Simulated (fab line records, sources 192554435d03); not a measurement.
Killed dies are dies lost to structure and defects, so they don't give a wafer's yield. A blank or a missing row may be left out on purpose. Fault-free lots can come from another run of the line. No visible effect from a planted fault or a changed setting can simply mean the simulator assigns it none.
3 desks looking at one fault | flow n5 finfet | numbers are kept per desk, each desk with only its own; the story behind them comes last

## THE TOOL OWNER'S DESK: rie diel-05
The tool's own readings at N5_BEOL_M11_ETCH_66 (etches SOC in N2/H2, target depth 120 nm, overetch 24 nm, time 180 s): means of the sampled wafers that have a number, for each lot that ran on this tool. A lot is out of limits, marked OUT, if its mean lies more than 4 standard deviations from the usual mean; the brackets give that distance.
Columns: A = drypump motor current A at N5_BEOL_M11_ETCH_66, usual 5.9 A; B = n2 flow sccm at N5_BEOL_M11_ETCH_66, usual 200.0 sccm; C = oes product au at N5_BEOL_M11_ETCH_66, usual 0.64 a.u.; D = rf vpp V at N5_BEOL_M11_ETCH_66, usual 524.6 V; E = showerhead plenum p Torr at N5_BEOL_M11_ETCH_66, usual 2.57 Torr; F = temp c at N5_BEOL_M11_ETCH_66, usual 40.00 C; G = throttle valve pct at N5_BEOL_M11_ETCH_66, usual 17.80 %
lot  | first seen here | A   | B     | C    | D     | E    | F     | G
L131 | day 11 18:22    | 6.2 | 200.1 | 0.65 | 522.8 | 2.52 | 39.94 | 17.71
L145 | day 14 16:21    | 5.9 | 200.3 | 0.62 | 525.1 | 2.58 | 40.04 | 17.90
L147 | day 15 10:49    | 6.4 | 200.2 | 0.57 | 522.6 | 2.52 | 40.02 | 17.94
Finding of this desk: none of the 3 lots has anything out of limits.

## AT THE METROLOGY DESK
Lot by lot, what the gauges showed, no matter which tool ran the lot: averages of those sampled wafers that carry a number. A lot is out of limits, marked OUT, if its mean lies more than 4 standard deviations from the usual mean; the brackets give that distance.
Columns: A = cd nm at N5_BEOL_M11_CD_MEAS_28, usual 69.5 nm; B = V10_OVL at N5_BEOL_M11_OVL_MEAS_29, usual 0.1 nm
lot  | first seen here | A    | B
L131 | day 11 18:11    | 70.7 | 0.4
L133 | day 12 02:16    | 68.5 | -0.5
L145 | day 14 15:37    | 70.8 | 0.4
L147 | day 15 10:19    | 67.4 | 0.7
L148 | day 15 19:08    | 70.0 | -0.2
L152 | day 16 17:46    | 70.1 | -0.0
Finding of this desk: none of the 6 lots has anything out of limits.

## THE DEFECT DESK
Lot by lot, what the route's inspections counted, given as the mean of those sampled wafers with a number. A lot is out of limits, marked OUT, if its mean lies more than 4 standard deviations from the usual mean; the brackets give that distance.
Columns: A = raw defect count at N5_BEOL_M11_INSPECT_30, usual 422
lot  | first seen here | A
L131 | day 11 18:15    | 361
L133 | day 12 02:19    | 379
L145 | day 14 16:14    | 327
L147 | day 15 10:22    | 461
L148 | day 15 19:12    | 390
L152 | day 16 17:49    | 533
Finding of this desk: none of the 6 lots has anything out of limits.

## BROUGHT TOGETHER
The desk of the tool owner found nothing out of limits.
Metrology desk: nothing out of limits seen.
The defect desk saw nothing out of limits.

## WHAT THE SIMULATOR PUT IN
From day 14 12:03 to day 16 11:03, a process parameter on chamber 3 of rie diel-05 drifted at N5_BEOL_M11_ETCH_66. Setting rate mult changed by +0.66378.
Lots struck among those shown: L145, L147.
